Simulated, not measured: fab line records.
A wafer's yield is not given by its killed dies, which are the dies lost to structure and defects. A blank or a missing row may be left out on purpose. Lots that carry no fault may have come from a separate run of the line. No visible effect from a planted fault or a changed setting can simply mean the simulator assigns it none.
Which tool did it?	flow n5_finfet	9 lots with 27 wafers sampled at 3 steps, on a route of 1938 steps

== WHAT EACH GAUGE READ, for each wafer ==
N5_SPACER0_INSPECT_04: inspects for defects (darkfield).
lot	measured	on	raw_defect_count
L524	day 3 13:22	defect_inspect-02	142 139 114
L525	day 3 21:56	defect_inspect-01	113 115 87
L526	day 4 05:38	defect_inspect-02	155 202 156
L527	day 4 11:20	defect_inspect-02	767 100 107
L529	day 5 04:50	defect_inspect-02	108 97 78
L531	day 5 08:35	defect_inspect-01	102 118 100
L537	day 6 17:11	defect_inspect-01	119 199 87
L540	day 7 13:22	defect_inspect-01	141 128 115
L542	day 8 04:41	defect_inspect-01	119 134 142

== WHICH TOOL RAN EACH LOT (tool, then ch and the chambers of the sampled wafers, then the start) ==
lot	N5_DUMMY_GATE_ETCH_32	N5_DUMMY_GATE_PRECLEAN_51
L524	rie_si-03 ch 1,2, day 3 12:11	wet_bench-04 ch 0,2,4, day 3 12:41
L525	rie_si-06 ch 0,3, day 3 19:56	wet_bench-03 ch 0,1,2, day 3 20:20
L526	rie_si-05 ch 0,2,3, day 4 03:27	wet_bench-04 ch 4,5,6, day 4 03:53
L527	rie_si-03 ch 0,2,3, day 4 10:14	wet_bench-04 ch 2,5,7, day 4 10:38
L529	rie_si-06 ch 0,1,2, day 5 03:40	wet_bench-01 ch 0,3,7, day 5 04:08
L531	rie_si-03 ch 0,1,3, day 5 07:29	wet_bench-01 ch 0,1,6, day 5 07:53
L537	rie_si-03 ch 0,1, day 6 15:45	wet_bench-03 ch 0,2,3, day 6 16:09
L540	rie_si-05 ch 0,3, day 7 11:46	wet_bench-03 ch 1,5,6, day 7 12:10
L542	rie_si-03 ch 0,2,3, day 8 03:37	wet_bench-01 ch 2,4,5, day 8 04:00
- N5_DUMMY_GATE_ETCH_32: etches SiO2 in CF4, target depth 3.5 nm, time 3.9 s.
- N5_DUMMY_GATE_PRECLEAN_51: cleans in SC2, time 45 s.

== THE ANSWER, worked out from the rows above alone ==
Rule: usual is defined by the lots themselves. Put in order of their means at a reading, lots are off if they are a third of the lots or fewer, leave a main group of 4 or more, and stand apart from it by a gap of 3 or more times the standard deviation of the main group's means; of several such gaps the widest counts. Not used: any main group whose means are identical at the precision the tables above print for the reading. Also off: a lot with no number at a reading for which 4 or more lots have one. Any other lot the step has rows for is counted as sound.
Off at N5_SPACER0_INSPECT_04 (raw_defect_count): L527. For the main group the mean is 125 and the standard deviation 22.
A tool fits if, at a process step before that reading, it ran every lot that is off, and no sound lot after the first of them. The gauges at N5_SPACER0_INSPECT_04 are tried like those tools. One fits: wet_bench-04 at N5_DUMMY_GATE_PRECLEAN_51. A fault onset in the window from L526 (day 4 03:53, its last sound lot) to L527 (day 4 10:38, its first lot off) fits.

== WHAT WAS PUT IN BY THE SIMULATOR ==
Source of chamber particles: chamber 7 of wet_bench-04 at N5_DUMMY_GATE_PRECLEAN_51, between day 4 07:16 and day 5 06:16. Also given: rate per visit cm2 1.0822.
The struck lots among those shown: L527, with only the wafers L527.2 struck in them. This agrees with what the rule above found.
